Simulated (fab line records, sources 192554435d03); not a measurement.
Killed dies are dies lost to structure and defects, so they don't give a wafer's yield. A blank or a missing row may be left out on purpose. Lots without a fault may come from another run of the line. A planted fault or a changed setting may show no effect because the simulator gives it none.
Chamber matching | flow n5_finfet | N5_FIN_SAQP_STRIP_55 on rie_diel-06: 4 sister chambers
The step strips in N2/H2. 14 wafers are shown with their chamber, then 7 later ones without.

WAFERS WITH THEIR CHAMBER
wafer  | chamber | drypump_motor_current_A (A) | showerhead_plenum_p_Torr (Torr) | throttle_valve_pct (%)
L075.1 | 2       | 5.4                         | 3.38                            | 18.71
L075.3 | 3       | 5.3                         | 3.43                            | 19.16
L075.5 | 3       | 5.3                         | 3.43                            | 19.18
L078.1 | 0       | 5.8                         | 3.51                            | 18.35
L078.2 | 2       | 5.4                         | 3.37                            | 18.72
L078.6 | 2       | 5.4                         | 3.37                            | 18.67
L081.2 | 1       | 6.5                         | 3.47                            | 19.36
L081.3 | 3       | 5.3                         | 3.43                            | 18.69
L081.5 | 2       | 5.4                         | 3.37                            | 18.71
L084.1 | 3       | 5.3                         | 3.43                            | 18.70
L084.3 | 0       | 5.7                         | 3.50                            | 18.37
L084.6 | 1       | 6.5                         | 3.47                            | 19.33
L093.1 | 2       | 5.4                         | 3.36                            | 18.77
L093.4 | 3       | 5.3                         | 3.42                            | 18.70

SIGNATURES (means of the wafers above)
reading                  | chamber 0 | chamber 1 | chamber 2 | chamber 3 | scatter within a chamber
drypump_motor_current_A  | 5.750     | 6.500     | 5.400     | 5.300     | 0.0224
showerhead_plenum_p_Torr | 3.5050    | 3.4700    | 3.3700    | 3.4280    | 0.00574
throttle_valve_pct       | 18.3600   | 19.3450   | 18.7160   | 18.8860   | 0.166
Rule: a wafer's distance from a chamber is the root of the sum, over the readings, of the square of ((its reading less the chamber's mean) divided by the reading's scatter). The wafer belongs to the nearest chamber; if the next one is less than 2 further off, it can't be placed. The scatter: the root of (the sum of the squares of (reading less its chamber's mean) over the shown wafers, divided by (wafers less chambers)).

WAFERS WITHOUT THEIR CHAMBER
wafer  | drypump_motor_current_A (A) | showerhead_plenum_p_Torr (Torr) | throttle_valve_pct (%)
L093.5 | 5.3                         | 3.42                            | 18.71
L094.2 | 5.4                         | 3.35                            | 18.76
L094.5 | 5.7                         | 3.50                            | 18.40
L094.6 | 6.5                         | 3.46                            | 19.39
L095.1 | 5.8                         | 3.49                            | 18.40
L095.3 | 5.3                         | 3.42                            | 18.73
L095.4 | 6.5                         | 3.46                            | 19.38

WHICH CHAMBER EACH WENT THROUGH
wafer  | from the rows above | in truth
L093.5 | 3                   | 3
L094.2 | 2                   | 2
L094.5 | 0                   | 0
L094.6 | 1                   | 1
L095.1 | 0                   | 0
L095.3 | 3                   | 3
L095.4 | 1                   | 1
Placed correctly: 7 of 7. Can't be placed from these rows: 0. Placed wrongly: 0.
